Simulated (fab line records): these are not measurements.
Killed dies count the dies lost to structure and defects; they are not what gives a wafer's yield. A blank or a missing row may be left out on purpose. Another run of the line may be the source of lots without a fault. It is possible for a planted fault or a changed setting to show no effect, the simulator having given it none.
A struck lot beside a sound one || flow nand-harc || 11 steps out of a route of 1302
Sound: the wafers L803.2, L803.3, L803.5. The struck wafers were L814.1, L814.3, L814.6. The cause is named last.
Each step with rows lists, per side, the tool, then ch with its chambers, then its first start. Under that, the readings that differ: sound wafers || struck wafers || difference of the means || sigmas: that difference in standard deviations of wafers without a fault.
alike: words and numbers the same on both sides, and readings whose means are apart by under 2 such deviations; not compared: readings that were withheld, readings missing a value for some wafer, numbers with overlapping values and no deviation given by the record, and bounds like >300 which may hide the same value.
A row with sigmas, a row that says differs or no value, or rows on one side alone: a step with any of these is where the two part. Non-overlapping numbers with no deviation appear without sigmas and do not part them. A reading that every wafer of one side lacks parts them only if that side has two wafers or more.

NHARC_A_WL_FILL_INSPECT_15:
  sound on defect-inspect-02 at day 21 22:02; struck on defect-inspect-02 at day 26 02:01
  alike: raw-defect-count
NHARC_A_CONTACT_DEP_24: deposits SiO2, target thk 500 nm.
  sound on pecvd-03 ch 0,2, day 21 22:07; struck on pecvd-03 ch 0,1,2, day 26 02:08
  alike: heater-power-w, throttle-valve-pct
NHARC_A_CONTACT_DEP_28: deposits aC, target thk 7000 nm.
  sound on acl-dep-01 ch 0, day 22 00:05; struck on acl-dep-01 ch 0, day 26 03:07
  alike: throttle-valve-pct
NHARC_A_CONTACT_DEP_29: deposits SiON, target thk 100 nm.
  sound on pecvd-02 ch 0,2, day 22 03:44; struck on pecvd-01 ch 0,1,2, day 26 07:25
  alike: heater-power-w
then, 5 steps without rows for these wafers: NHARC_A_CONTACT_DEHYDRATE_32 (time 120 s); NHARC_A_CONTACT_HMDS_33 (time 30 s); NHARC_A_CONTACT_COAT_34 (time 75 s); NHARC_A_CONTACT_COAT_35 (time 65 s); NHARC_A_CONTACT_COAT_36 (resist thk 90 nm).
NHARC_A_CONTACT_SOFTBAKE_37: time 55 s.
  sound on litho-track-06 ch 0, day 22 03:00; struck on litho-track-01 ch 0, day 26 07:00
{"reading": "heater-power-total-W (W)", "sound": "188.42 188.76 188.37", "struck": "186.71 186.63 186.61", "difference": -1.87, "sigmas": -13}
following that, these wafers have no rows for 1 step: NHARC_A_CONTACT_EBR_38.

== WHERE THEY PART ==
Only at NHARC_A_CONTACT_SOFTBAKE_37, within this record.

WHY: what had been put in by the simulator
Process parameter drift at NHARC_A_CONTACT_SOFTBAKE_37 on litho-track-01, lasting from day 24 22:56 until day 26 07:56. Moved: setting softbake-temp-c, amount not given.
